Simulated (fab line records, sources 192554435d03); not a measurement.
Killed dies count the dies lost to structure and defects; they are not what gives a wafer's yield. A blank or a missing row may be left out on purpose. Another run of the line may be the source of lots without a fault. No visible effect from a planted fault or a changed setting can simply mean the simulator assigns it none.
A struck lot beside a sound one | flow n5Finfet | 40 steps out of a route of 1938
Sound: wafers L613.2, L613.3, L613.6. Struck: wafer L628.2. (L628.4, L628.6 of the same lot were not struck and are left out.) The cause comes at the end.
At each step with rows: each side's tool, then ch and its chambers, then its first start. Under that, the readings that differ: sound wafers | struck wafers | difference of the means | sigmas: that difference in standard deviations of wafers without a fault.
alike: readings whose means differ by less than 2 such deviations, and words and numbers that are the same on both sides. not compared: withheld readings, readings that some wafer has no value for, bounds like >300 that may hide the same value, and numbers for which the record gives no deviation and whose values overlap.
A row with sigmas, a row that says differs or no value, or rows on one side alone: a step with any of these is where the two part. Numbers that have no deviation but don't overlap get no sigmas and don't part them. A reading that every wafer of one side lacks parts them only if that side has two wafers or more.

N5_MOL_CONTACT_COAG_PRE_CLEAN_141: time 60 s.
  struck on pvdSputter-03, day 10 04:03; sound on pvdSputter-03, day 6 10:01
  alike: heaterPowerW
then, 4 steps without rows for these wafers: N5_MOL_CONTACT_COAG_SPUTTER_143 (material Co, target thk 2.5 nm); N5_MOL_CONTACT_COAG_CO_FILL_22 (material Co, precursor CCTBA/H2, target thk 20 nm); N5_MOL_CONTACT_COAG_ANNEAL_113 (time 300 s); N5_MOL_CONTACT_COAG_PRE_CLEAN_142 (time 60 s).
N5_MOL_CONTACT_COAG_SPUTTER_130: material Co, target thk 47.5 nm.
  struck on pvdSputter-02, day 10 08:20; sound on pvdSputter-01, day 6 14:13
  alike: throttleValvePct
then, 4 steps without rows for these wafers: N5_MOL_CONTACT_COAG_PRECLEAN_125 (cleans in DIW, time 57.5 s); N5_MOL_CONTACT_COAG_SRD_126 (dry time 32 s); N5_MOL_CONTACT_COAG_CMP_23 (polishes, stops on SiO2, t overpolish 1.5 s, target thk 0 nm); N5_MOL_CONTACT_COAG_WET_ETCH_26 (target Co, target depth 13 nm).
N5_MOL_CONTACT_COAG_WET_ETCH_116: etches the open film in SC1-inhibited, target depth 4.6 nm, rinse time 30 s.
  sound on wetBench-04 ch 1,5,6, day 6 14:53; struck on wetBench-05 ch 0,4,5, day 10 09:01
N5_MOL_CONTACT_COAG_ALD_27: deposits SiOC, target thk 17 nm, pulse time 1.5 s, time 2720 s.
  sound on aldSin-04 ch 0,2,3, day 6 15:13; struck on aldSin-03 ch 2, day 10 09:20
  alike: chamberPressureTorr, heaterPowerW, precursorPulseHeightRel
then, 1 step without rows for these wafers: N5_MOL_CONTACT_COAG_CMP_28 (polishes, stops on SiNx, t overpolish 0.85 s, target thk 14.522 nm).
N5_MOL_CONTACT_COAG_THK_MEAS_29:
  struck on filmMetro-01, day 10 11:11; sound on filmMetro-01, day 6 17:04
  alike: MD_CAP_THK
then, 11 steps without rows for these wafers: N5_MOL_CONTACT_COAG_ALD_123 (deposits SiNx, target thk 5 nm, pulse time 1 s, purge time 2 s); N5_MOL_CONTACT_COAG_PECVD_31 (deposits SiO2 from TEOS/O2, target thk 46 nm, time 8.9 s); N5_MOL_CONTACT_COAG_COAT_75 (time 60 s, resist thk 60 nm); N5_MOL_CONTACT_COAG_COAT_76 (time 60 s, resist thk 10 nm); N5_MOL_CONTACT_COAG_COAT_77 (time 60 s, resist thk 10 nm); N5_MOL_CONTACT_COAG_COAT_78 (resist thk 40 nm); N5_MOL_CONTACT_COAG_EBR_80; N5_MOL_CONTACT_COAG_SOFTBAKE_79 (time 60 s); N5_MOL_CONTACT_COAG_EXPOSE_81 (exposes mask VG, defocus 0 nm); N5_MOL_CONTACT_COAG_PEB_82 (peb time 60 s); N5_MOL_CONTACT_COAG_DEVELOP_83 (develop time 30 s).
N5_MOL_CONTACT_COAG_CD_MEAS_84: target cd 25.1 nm.
  sound on cdSem-03 ch 0, day 6 18:19; struck on cdSem-02 ch 0, day 10 12:04
  alike: cdNm
N5_MOL_CONTACT_COAG_OVL_MEAS_85:
  sound on overlay-02 ch 0, day 6 18:20; struck on overlay-02 ch 0, day 10 12:06
  alike: VG_OVL
then, 2 steps without rows for these wafers: N5_MOL_CONTACT_COAG_DESCUM_88 (chemistry O2, time 7 s); N5_MOL_CONTACT_COAG_ETCH_89 (etches underlayer in N2/H2, target depth 13 nm, time 10.4 s).
N5_MOL_CONTACT_COAG_ETCH_90: etches SiARC in CF4, target depth 13 nm, time 21.7 s.
  sound on rieDiel-04 ch 1,3, day 6 18:29; struck on rieDiel-05 ch 0, day 10 12:16
  alike: drypumpMotorCurrentA, etchRfOnTimeS, mfcArSccm, oesProductAu, rfVppV, showerheadPlenumPTorr, throttleValvePct
  not compared: rfHoursCounterH
N5_MOL_CONTACT_COAG_ALD_131: deposits SiO2, target thk 5 nm, pulse time 1 s, co reactant pulse time 1 s.
  sound on aldSin-01 ch 1,2, day 6 18:34; struck on aldSin-03 ch 1, day 10 12:21
  alike: chamberPressureTorr, heaterPowerW, precursorPulseHeightRel
then, 8 steps without rows for these wafers: N5_MOL_CONTACT_COAG_ETCHBACK_132 (etches SiO2 in CHF3, target depth 10 nm, time 6.7 s); N5_MOL_CONTACT_COAG_ETCH_91 (etches SOC in N2/H2, target depth 60 nm, overetch 21 nm, time 101.2 s); N5_MOL_CONTACT_COAG_STRIP_92 (strips in N2/H2); N5_MOL_CONTACT_COAG_STRIP_93 (strips in N2/H2); N5_MOL_CONTACT_COAG_ETCHBACK_135 (etches SiO2 in CHF3, target depth 25 nm, time 16.7 s); N5_MOL_CONTACT_COAG_STRIP_118 (strips in CHF3); N5_MOL_CONTACT_COAG_VIA_ETCH_46 (etches SiO2 in C4F6/O2, target depth 46 nm, overetch 9.2 nm, time 40 s); N5_MOL_CONTACT_COAG_STRIP_96 (strips in N2/H2).
-- record jumps: 8 days separate the struck wafers' starts on either side; left off in module MOL_CONTACT_COAG, taken up again in module PASSIVATION, whose first shown step is the route's number 1936 --
N5_PASSIVATION_PROBE_49:
  struck on prober-01, day 18 17:02; sound on prober-02, day 14 06:08
reading                 | sound          | struck | difference | sigmas
defectLimitedYield (%)  | 93.4 92.0 92.2 | 82.8   | -9.7       | -6
killedAtContacts        | 12 8 14        | 116    | +105       | +20
killedDies              | 78 94 92       | 203    | +115       | +6
killedOnRim             | 14 11 8        | 31     | +20        | +5
sort_bin_5_function (%) | 3.4 4.1 4.5    | 10.4   | +6.4       | +6
sortNPass               | 1102 1086 1088 | 977    | -115       | -6
sortYieldPct (%)        | 93.4 92.0 92.2 | 82.8   | -9.7       | -6
  alike: killed_at_M0_to_M3, killed_at_M4_up, killedAtFrontEnd, killedAtOther, killedOpen, killedShort, sort_bin_6_memory, sort_bin_8_speed

WHERE THEY PART
At N5_PASSIVATION_PROBE_49 and nowhere else, as far as this record goes.

WHY: what had been put in by the simulator
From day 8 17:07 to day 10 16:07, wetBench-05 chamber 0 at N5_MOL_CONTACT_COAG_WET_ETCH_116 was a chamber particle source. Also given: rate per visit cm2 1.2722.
